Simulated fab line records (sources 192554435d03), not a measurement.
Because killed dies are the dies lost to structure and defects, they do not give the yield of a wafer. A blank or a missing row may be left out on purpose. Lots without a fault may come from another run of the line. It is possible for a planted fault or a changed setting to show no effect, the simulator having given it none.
Lot-split experiment | flow n5Finfet | route with 1938 steps; 7 lots, 21 wafers read

== ABOUT THE SPLIT ==
At N5_BEOL_M0_SAQP_COAT_08 (resist thk 90 nm), the setting spinRpm was moved away from the recipe's 1500 rpm on 7 of the 21 wafers read, by -10.7% to +3.2%. The other wafers ran this setting at the recipe's value.

The reading comes from the split's own step.

== THE READING ==
CAR-ArF_of_BEOL_M0_SAQP_COAT_08.thkNm (the simulator's own value, which no gauge read), in nm, at N5_BEOL_M0_SAQP_COAT_08 (resist thk 90 nm). No usual value for it is given in the file. Here, 14 wafers ran the recipe; their average is 90.0 nm with a standard deviation of 0.29 nm.

wafer  | tool, chamber at the split | spinRpm as run, rpm | against the recipe | CAR-ArF_of_BEOL_M0_SAQP_COAT_08.thkNm, nm | against lot-mates on the recipe
L075.1 | lithoTrack-01, 0           | 1500                | recipe             | 90.4                                      | -
L075.2 | lithoTrack-01, 0           | 1500                | recipe             | 90.2                                      | -
L075.6 | lithoTrack-01, 0           | 1500                | recipe             | 90                                        | -
L078.1 | lithoTrack-04, 0           | 1500                | recipe             | 90                                        | -
L078.3 | lithoTrack-04, 0           | 1500                | recipe             | 90                                        | -
L078.5 | lithoTrack-04, 0           | 1500                | recipe             | 89.8                                      | -
L079.1 | lithoTrack-01, 0           | 1339                | -10.7%             | 95.2                                      | +5.2
L079.6 | lithoTrack-01, 0           | 1339                | -10.7%             | 95.2                                      | +5.2
L079.3 | lithoTrack-01, 0           | 1500                | recipe             | 90                                        | -
L081.4 | lithoTrack-01, 0           | 1500                | recipe             | 89.8                                      | -
L081.5 | lithoTrack-01, 0           | 1543                | +2.9%              | 88.8                                      | -1.0
L081.6 | lithoTrack-01, 0           | 1543                | +2.9%              | 88.6                                      | -1.2
L086.2 | lithoTrack-01, 0           | 1500                | recipe             | 89.6                                      | -
L086.3 | lithoTrack-01, 0           | 1500                | recipe             | 89.6                                      | -
L086.4 | lithoTrack-01, 0           | 1500                | recipe             | 89.8                                      | -
L089.2 | lithoTrack-04, 0           | 1500                | recipe             | 90                                        | -
L089.3 | lithoTrack-04, 0           | 1439                | -4.1%              | 91.8                                      | +1.8
L089.6 | lithoTrack-04, 0           | 1439                | -4.1%              | 92                                        | +2.0
L090.1 | lithoTrack-04, 0           | 1500                | recipe             | 90.6                                      | -
L090.4 | lithoTrack-04, 0           | 1500                | recipe             | 90.4                                      | -
L090.5 | lithoTrack-04, 0           | 1548                | +3.2%              | 89                                        | -1.5

THE FIT
A straight line over all 21 wafers: CAR-ArF_of_BEOL_M0_SAQP_COAT_08.thkNm changes by -0.471 nm for each +1% of spinRpm; r = -0.99; the points scatter about the line by 0.28 nm.
The same after taking each lot's own level away (the mean of its wafers on the recipe; 21 wafers): -0.474 nm for each +1%; r = -1.00; scatter 0.13 nm.
On that fit, the largest move of spinRpm shifts the reading by 5.1 nm.
From 89.67 to 90.50 nm: that is the span of the lots' own levels, equal to 2.9 times the standard deviation above.
Consequently the slope shifts little with the lot-to-lot level, the two slopes agreeing.
Check: +5.07 nm against its lot-mates is what the line predicts for one of the wafers moved furthest among these (-10.7%) when that wafer is left out of the fit. It came out at +5.2 nm against them.

== THESE WAFERS: OTHER SPLITS ==
Before the reading, these wafers also passed through other splits. Each is held against what the fit with the lots' levels taken away leaves over:
other split on the same wafers        | wafers away from the commonest value | r with CAR-ArF_of_BEOL_M0_SAQP_COAT_08.thkNm (lot level and that fit taken away)
N5_SD_EPI_P_EPI_21 tempC              | 7                                    | -0.22
N5_HKMG_FIN_ETCH_54 sourceW           | 7                                    | +0.32
N5_GATE_CUT_COAT_27 spinRpm           | 10                                   | +0.05
N5_GATE_CUT_EXPOSE_10 doseMj          | 8                                    | +0.39
N5_MOL_CONTACT_COAG_ETCH_105 biasW    | 9                                    | -0.14
N5_MOL_CONTACT_COAG_ALD_133 aldCycles | 4                                    | +0.04

== FILE'S OWN FIT ==
CAR-ArF_of_BEOL_M0_SAQP_COAT_08.thkNm changes by -0.476 nm for each +1% of spinRpm, r = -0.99.
